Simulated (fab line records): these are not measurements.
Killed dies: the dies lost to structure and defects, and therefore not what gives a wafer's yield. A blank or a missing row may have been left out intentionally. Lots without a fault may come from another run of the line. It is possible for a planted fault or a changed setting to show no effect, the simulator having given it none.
Split-lot experiment / flow n5 finfet / route with 1938 steps; 7 lots, 21 wafers read

## THE SPLIT ITSELF
At N5_BEOL_M0_ETCH_138 (etches SiCN in CH3F/O2, target depth 12 nm, time 31.6 s), the setting source w was moved away from the recipe's 395 W on 5 of the 21 wafers read, by +11.2% to +16.2%. This setting was run at the recipe's value on the other wafers.

Reading taken at the split's own step.

## THE READING
rf vpp V, in V, at N5_BEOL_M0_ETCH_138 (etches SiCN in CH3F/O2, target depth 12 nm, time 31.6 s). On this fab line, fault-free wafers typically give 297.5 V with a standard deviation of 1.4 V.

wafer=L075.1; tool, chamber at the split=rie diel-05, 1; source w as run, W=395; against the recipe=recipe; rf vpp V, V=298.2; against lot-mates on the recipe=-
wafer=L075.2; tool, chamber at the split=rie diel-05, 3; source w as run, W=395; against the recipe=recipe; rf vpp V, V=295.4; against lot-mates on the recipe=-
wafer=L075.5; tool, chamber at the split=rie diel-05, 1; source w as run, W=395; against the recipe=recipe; rf vpp V, V=298.1; against lot-mates on the recipe=-
wafer=L076.3; tool, chamber at the split=rie diel-05, 2; source w as run, W=439.3; against the recipe=+11.2%; rf vpp V, V=288.2; against lot-mates on the recipe=-11.0
wafer=L076.4; tool, chamber at the split=rie diel-05, 1; source w as run, W=439.3; against the recipe=+11.2%; rf vpp V, V=288.9; against lot-mates on the recipe=-10.3
wafer=L076.6; tool, chamber at the split=rie diel-05, 0; source w as run, W=395; against the recipe=recipe; rf vpp V, V=299.2; against lot-mates on the recipe=-
wafer=L082.1; tool, chamber at the split=rie diel-03, 0; source w as run, W=395; against the recipe=recipe; rf vpp V, V=299.3; against lot-mates on the recipe=-
wafer=L082.4; tool, chamber at the split=rie diel-03, 1; source w as run, W=395; against the recipe=recipe; rf vpp V, V=298.2; against lot-mates on the recipe=-
wafer=L082.6; tool, chamber at the split=rie diel-03, 1; source w as run, W=395; against the recipe=recipe; rf vpp V, V=297.2; against lot-mates on the recipe=-
wafer=L084.1; tool, chamber at the split=rie diel-05, 1; source w as run, W=395; against the recipe=recipe; rf vpp V, V=298.5; against lot-mates on the recipe=-
wafer=L084.3; tool, chamber at the split=rie diel-05, 2; source w as run, W=455.2; against the recipe=+15.2%; rf vpp V, V=284.8; against lot-mates on the recipe=-12.1
wafer=L084.4; tool, chamber at the split=rie diel-05, 3; source w as run, W=395; against the recipe=recipe; rf vpp V, V=295.3; against lot-mates on the recipe=-
wafer=L086.2; tool, chamber at the split=rie diel-05, 0; source w as run, W=395; against the recipe=recipe; rf vpp V, V=298.3; against lot-mates on the recipe=-
wafer=L086.3; tool, chamber at the split=rie diel-05, 1; source w as run, W=395; against the recipe=recipe; rf vpp V, V=298.7; against lot-mates on the recipe=-
wafer=L086.6; tool, chamber at the split=rie diel-05, 1; source w as run, W=395; against the recipe=recipe; rf vpp V, V=298.1; against lot-mates on the recipe=-
wafer=L091.3; tool, chamber at the split=rie diel-01, 0; source w as run, W=458.9; against the recipe=+16.2%; rf vpp V, V=282.1; against lot-mates on the recipe=-13.9
wafer=L091.4; tool, chamber at the split=rie diel-01, 2; source w as run, W=458.9; against the recipe=+16.2%; rf vpp V, V=283.0; against lot-mates on the recipe=-13.0
wafer=L091.6; tool, chamber at the split=rie diel-01, 0; source w as run, W=395; against the recipe=recipe; rf vpp V, V=296.0; against lot-mates on the recipe=-
wafer=L096.1; tool, chamber at the split=rie diel-03, 0; source w as run, W=395; against the recipe=recipe; rf vpp V, V=298.6; against lot-mates on the recipe=-
wafer=L096.4; tool, chamber at the split=rie diel-03, 1; source w as run, W=395; against the recipe=recipe; rf vpp V, V=297.5; against lot-mates on the recipe=-
wafer=L096.5; tool, chamber at the split=rie diel-03, 3; source w as run, W=395; against the recipe=recipe; rf vpp V, V=295.5; against lot-mates on the recipe=-

THE FIT
A straight line over all 21 wafers: rf vpp V changes by -0.883 V for each +1% of source w; r = -0.98; the points scatter about the line by 1.3 V.
The same after taking each lot's own level away (the mean of its wafers on the recipe; 21 wafers): -0.85 V for each +1%; r = -0.98; scatter 1.1 V.
According to that fit, moving source w by its largest amount changes the reading by 14 V.
Measured against the standard deviation above, the lots' own levels, which go from 296.00 to 299.20 V, span 2.3 times it.
The two slopes are in agreement: the lot-to-lot level therefore moves the slope only a little.
Check: with one of the wafers moved furthest among these (+16.2%) left out of the fit, the line predicts -13.7 V for it against its lot-mates. Against them it came out at -13.9 V.
Tool readings at the split's step, against how far the setting was moved: rf vpp V r = -0.98.

## OTHER SPLITS ON THESE WAFERS
Note: prior to the reading, these wafers also went through further splits. Each is held against what the fit with the lots' levels taken away leaves over:
other split on the same wafers=N5_BEOL_M0_SAQP_PECVD_04 time s; wafers away from the commonest value=6; r with rf vpp V (lot level and that fit taken away)=+0.08

## THE FILE'S OWN FIT
rf vpp V changes by -0.843 V for each +1% of source w, r = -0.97.
